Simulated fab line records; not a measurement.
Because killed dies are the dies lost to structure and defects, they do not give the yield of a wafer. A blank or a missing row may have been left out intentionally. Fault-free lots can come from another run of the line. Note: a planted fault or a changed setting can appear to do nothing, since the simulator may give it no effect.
Split-lot experiment + flow n5-finfet + on a route of 1938 steps: 7 lots, 21 wafers read

ON THE SPLIT
At N5_BEOL_M5_TRENCH_ETCH_37 (etches SiCOH lowk in C4F6/O2, target depth 71.652 nm, time 24.7 s), the setting time-s was moved away from the recipe's 24.7 s on 5 of the 21 wafers read, by -13.8% to +16.2%. The other wafers ran this setting at the recipe's value.

FROM THE SPLIT TO THE READING: what the file shows between them, 9 steps
- N5_BEOL_M5_ETCH_41: etches SiCN in CH3F/O2, target depth 31.5 nm, time 56.7 s
- N5_BEOL_M5_STRIP_91: strips in N2/H2, time 10 s
- N5_BEOL_M5_OCD_MEAS_38
- N5_BEOL_M5_ALD_86: deposits TaN, pulse time 2 s, purge time 3 s, co reactant purge time 2 s (also split here: co-reactant-pulse-time-s)
- N5_BEOL_M5_SURFACE_TREAT_87
- N5_BEOL_M5_CVD_47: deposits Co from CCTBA/H2, target thk 3 nm, time 216 s
- N5_BEOL_M5_ECD_50: material Cu, target thk 300 nm
- N5_BEOL_M5_ANNEAL_51: time 90 s
- N5_BEOL_M5_CMP_52: polishes, stops on SiCOH lowk, t overpolish 6.9 s, target thk 62 nm

THE READING
M5_THK, in nm, at N5_BEOL_M5_THK_MEAS_53 (measures by xrf). On this fab line, fault-free wafers typically give 62.3 nm with a standard deviation of 1.8 nm.

| wafer  | tool, chamber at the split | time-s as run, s | against the recipe | M5_THK, nm | against lot-mates on the recipe |
|--------|----------------------------|------------------|--------------------|------------|---------------------------------|
| L078.2 | rie-diel-03, 1             | 24.7             | recipe             | 63.6       | -                               |
| L078.4 | rie-diel-03, 1             | 24.7             | recipe             | 61.3       | -                               |
| L078.5 | rie-diel-03, 2             | 24.7             | recipe             | 62.2       | -                               |
| L080.1 | rie-diel-06, 1             | 21.29            | -13.8%             | 50.3       | -14.4                           |
| L080.4 | rie-diel-06, 2             | 24.7             | recipe             | 64.7       | -                               |
| L080.6 | rie-diel-06, 1             | 21.29            | -13.8%             | 51.1       | -13.6                           |
| L083.2 | rie-diel-01, 3             | 28.69            | +16.2%             | 71.5       | +8.7                            |
| L083.3 | rie-diel-01, 0             | 24.7             | recipe             | 63.4       | -                               |
| L083.6 | rie-diel-01, 0             | 24.7             | recipe             | 62.3       | -                               |
| L084.1 | rie-diel-03, 3             | 24.7             | recipe             | 63.5       | -                               |
| L084.3 | rie-diel-03, 1             | 24.7             | recipe             | 60.9       | -                               |
| L084.4 | rie-diel-03, 1             | 24.7             | recipe             | 60.7       | -                               |
| L087.3 | rie-diel-06, 1             | 23.08            | -6.6%              | 54.4       | -9.2                            |
| L087.4 | rie-diel-06, 3             | 24.7             | recipe             | 63.6       | -                               |
| L087.6 | rie-diel-06, 1             | 23.08            | -6.6%              | 57.1       | -6.5                            |
| L095.1 | rie-diel-01, 2             | 24.7             | recipe             | 63.0       | -                               |
| L095.3 | rie-diel-01, 0             | 24.7             | recipe             | 64.8       | -                               |
| L095.6 | rie-diel-01, 0             | 24.7             | recipe             | 64.0       | -                               |
| L097.4 | rie-diel-03, 0             | 24.7             | recipe             | 63.4       | -                               |
| L097.5 | rie-diel-03, 0             | 24.7             | recipe             | 62.7       | -                               |
| L097.6 | rie-diel-03, 2             | 24.7             | recipe             | 63.7       | -                               |

THE FIT
A straight line over all 21 wafers: M5_THK changes by +0.766 nm for each +1% of time-s; r = +0.94; the points scatter about the line by 1.6 nm.
The same after taking each lot's own level away (the mean of its wafers on the recipe; 21 wafers): +0.841 nm for each +1%; r = +0.95; scatter 1.6 nm.
Per that fit: largest time-s move, reading shift of 14 nm.
From 61.70 to 64.70 nm: that is the span of the lots' own levels, equal to 1.7 times the standard deviation above.
So the lot-to-lot level changes the slope little: the two slopes agree.
Check: with one of the wafers moved furthest among these (+16.2%) left out of the fit, the line predicts +16.8 nm for it against its lot-mates. Against them it came out at +8.65 nm.

OTHER SPLITS ON THESE WAFERS
Other splits were also applied to these wafers ahead of the reading. Each is held against what the fit with the lots' levels taken away leaves over:
| other split on the same wafers             | wafers away from the commonest value | r with M5_THK (lot level and that fit taken away) |
|--------------------------------------------|--------------------------------------|---------------------------------------------------|
| N5_BEOL_M5_ALD_86 co-reactant-pulse-time-s | 5                                    | +0.09                                             |

THE WHOLE CHAIN: every reading that the file lists as answering this split, in the file's order
| step                      | what it does                                                        | reading                                                                      | change (the file's fit)                                                          | r (the file's) |
|---------------------------|---------------------------------------------------------------------|------------------------------------------------------------------------------|----------------------------------------------------------------------------------|----------------|
| N5_BEOL_M5_TRENCH_ETCH_37 | etches SiCOH lowk in C4F6/O2, target depth 71.652 nm, time 24.7 s   | etch.depth-nm (the simulator's own value, which no gauge read)               | +0.676 nm for each +1% of the setting                                            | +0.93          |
| N5_BEOL_M5_TRENCH_ETCH_37 | etches SiCOH lowk in C4F6/O2, target depth 71.652 nm, time 24.7 s   | BEOL_M5.feature-depth-nm (the simulator's own value, which no gauge read)    | not straight: 60.1 at the lowest setting, 71.91 at the recipe, 80 at the highest | not given      |
| N5_BEOL_M5_OCD_MEAS_38    |                                                                     | trench-depth-nm                                                              | +0.692 nm for each +1% of the setting                                            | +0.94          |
| N5_BEOL_M5_CMP_52         | polishes, stops on SiCOH lowk, t overpolish 6.9 s, target thk 62 nm | Cu_of_BEOL_M5_ECD_50.thk-nm (the simulator's own value, which no gauge read) | +0.763 nm for each +1% of the setting                                            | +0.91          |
| N5_BEOL_M5_THK_MEAS_53    | measures by xrf                                                     | M5_THK                                                                       | +0.777 for each +1% of the setting                                               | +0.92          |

THE FILE'S OWN FIT
M5_THK changes by +0.777 nm for each +1% of time-s, r = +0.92.
